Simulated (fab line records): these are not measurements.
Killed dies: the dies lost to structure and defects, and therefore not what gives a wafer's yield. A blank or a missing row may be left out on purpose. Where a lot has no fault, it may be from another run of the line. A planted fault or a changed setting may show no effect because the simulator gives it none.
Which of the tools did it?	flow nand_harc	7 lots with 21 wafers sampled at 2 steps, on a route of 1302 steps

== WHAT EACH GAUGE READ, for each wafer ==
NHARC_A_BONDPAD_THK_MEAS_30: measures by ellipsometry.
lot	measured	on	thk_nm (nm)
L407	day 23 08:19	film_metro-02	200.0 199.4 198.8
L409	day 24 02:12	film_metro-01	201.9 203.2 204.8
L422	day 29 00:38	film_metro-01	248.6 244.2 252.9
L423	day 30 12:53	film_metro-01	199.4 199.6 200.1
L425	day 31 04:32	film_metro-02	201.2 198.7 200.7
L427	day 31 20:33	film_metro-02	201.1 201.5 200.9
L429	day 33 00:20	film_metro-02	204.1 199.6 200.5

== WHAT TOOL EACH LOT RAN ON (gives the tool, then ch and the chambers of the sampled wafers, and finally the start) ==
lot	NHARC_A_BONDPAD_CMP_29
L407	cmp-02 ch 0,1,2, day 23 08:06
L409	cmp-03 ch 0,1,3, day 24 01:57
L422	cmp-04 ch 0,2,3, day 29 00:23
L423	cmp-02 ch 1,2,3, day 30 12:38
L425	cmp-04 ch 0,2,3, day 31 04:20
L427	cmp-04 ch 1,3, day 31 20:20
L429	cmp-03 ch 1,2,3, day 33 00:06
- NHARC_A_BONDPAD_CMP_29: polishes SiCN, target thk 200 nm.

== THE ANSWER, worked out from the rows above alone ==
Rule: the usual values come from the lots themselves. Put in order of their means at a reading, lots are off if they are a third of the lots or fewer, leave a main group of 4 or more, and stand apart from it by a gap of 3 or more times the standard deviation of the main group's means; of several such gaps the widest counts. The tables above print the reading to a certain number of digits; a main group whose means all agree to those digits is not used. A lot without any number at a reading at which 4 lots or more have one is off too. The other lots that the step has rows for count as sound.
Off, at NHARC_A_BONDPAD_THK_MEAS_30 on thk_nm: L422. The main group has a mean of 200.9 nm with a standard deviation of 1.3.
A tool fits if, at a process step before that reading, it ran every lot that is off, and no sound lot after the first of them. Those tools and the gauges at NHARC_A_BONDPAD_THK_MEAS_30 are tried in the same way. No candidate that was tried fits.

== WHAT THE SIMULATOR PUT IN ==
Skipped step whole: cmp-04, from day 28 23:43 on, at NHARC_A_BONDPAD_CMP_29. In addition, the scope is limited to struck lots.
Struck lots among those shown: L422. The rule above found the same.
